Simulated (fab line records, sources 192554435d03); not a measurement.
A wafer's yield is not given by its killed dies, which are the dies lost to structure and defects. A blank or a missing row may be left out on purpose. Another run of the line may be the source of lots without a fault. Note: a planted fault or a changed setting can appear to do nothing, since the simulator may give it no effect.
A struck lot beside a sound one ; flow n5Finfet ; 14 steps out of a route of 1938
Sound: wafers L913.1, L913.2, L913.5. The struck wafers were L903.1, L903.3, L903.4. Last of all comes the cause.
For every step that has rows: the tool of each side, followed by ch and its chambers, followed by its first start. Under that, the readings that differ: sound wafers ; struck wafers ; difference of the means ; sigmas: that difference in standard deviations of wafers without a fault.
alike: readings whose means differ by less than 2 such deviations, and words and numbers that are the same on both sides. not compared: withheld readings, readings that some wafer has no value for, bounds like >300 that may hide the same value, and numbers for which the record gives no deviation and whose values overlap.
Wherever a step has rows on one side only, a row that says differs or no value, or a row with sigmas, the two part there. When numbers do not overlap yet have no deviation, they are printed without sigmas and do not part them. A reading missing from all wafers of one side parts the sides only when that side holds two or more wafers.

N5_BEOL_M0_INSPECT_127: inspects for defects (darkfield).
  struck on defectInspect-02, day 8 05:17; sound on defectInspect-02, day 10 16:52
  alike: rawDefectCount
N5_BEOL_M1_ILD_DEP_00: deposits SiOC from DEMS/O2, target thk 79 nm, time 15.3 s.
  sound on pecvd-04 ch 0,1, day 10 16:54; struck on pecvd-02 ch 0,2, day 8 05:20
  alike: heaterPowerW, showerheadPlenumPTorr, throttleValvePct
N5_BEOL_M1_THK_MEAS_01:
  struck on filmMetro-02, day 8 05:24; sound on filmMetro-02, day 10 16:58
  alike: M1_ILD_THK
N5_BEOL_M1_PECVD_72: deposits SiO2 from TEOS/O2, target thk 16 nm, time 18 s.
  sound on pecvd-02 ch 0,1, day 10 17:00; struck on pecvd-04 ch 0,1, day 8 05:26
reading;sound;struck;difference;sigmas
showerheadPlenumPTorr (Torr);8.71 8.71 8.69;8.92 8.90 8.80;+0.17;+2
  alike: heaterPowerW, throttleValvePct
N5_BEOL_M1_HM_DEP_02: deposits TiN, target thk 20 nm.
  struck on pvdSputter-02, day 8 06:51; sound on pvdSputter-02, day 10 18:45
  alike: throttleValvePct
then, 7 steps without rows for these wafers: N5_BEOL_M1_COAT_61 (time 60 s, resist thk 60 nm); N5_BEOL_M1_COAT_62 (time 60 s, resist thk 12 nm); N5_BEOL_M1_COAT_73 (time 60 s, resist thk 5 nm); N5_BEOL_M1_COAT_05 (resist thk 30 nm); N5_BEOL_M1_EBR_07; N5_BEOL_M1_SOFTBAKE_06 (time 60 s); N5_BEOL_M1_EXPOSE_08 (exposes mask M1).
N5_BEOL_M1_PEB_09: peb time 60 s.
  sound on lithoTrack-04 ch 0, day 10 19:05; struck on lithoTrack-01, day 8 07:18
  no value came back on the struck wafers for chillPlateTempC (C), exhaustPa (Pa), plateTempC (C); on the sound wafers chillPlateTempC (C) reads 22.96 23.02 23.04
then, 1 step without rows for these wafers: N5_BEOL_M1_DEVELOP_10 (develop time 30 s).

== WHERE THEY PART ==
Last at N5_BEOL_M1_PEB_09 as far as this record goes, first at N5_BEOL_M1_PECVD_72.

WHY: the cause the simulator had injected
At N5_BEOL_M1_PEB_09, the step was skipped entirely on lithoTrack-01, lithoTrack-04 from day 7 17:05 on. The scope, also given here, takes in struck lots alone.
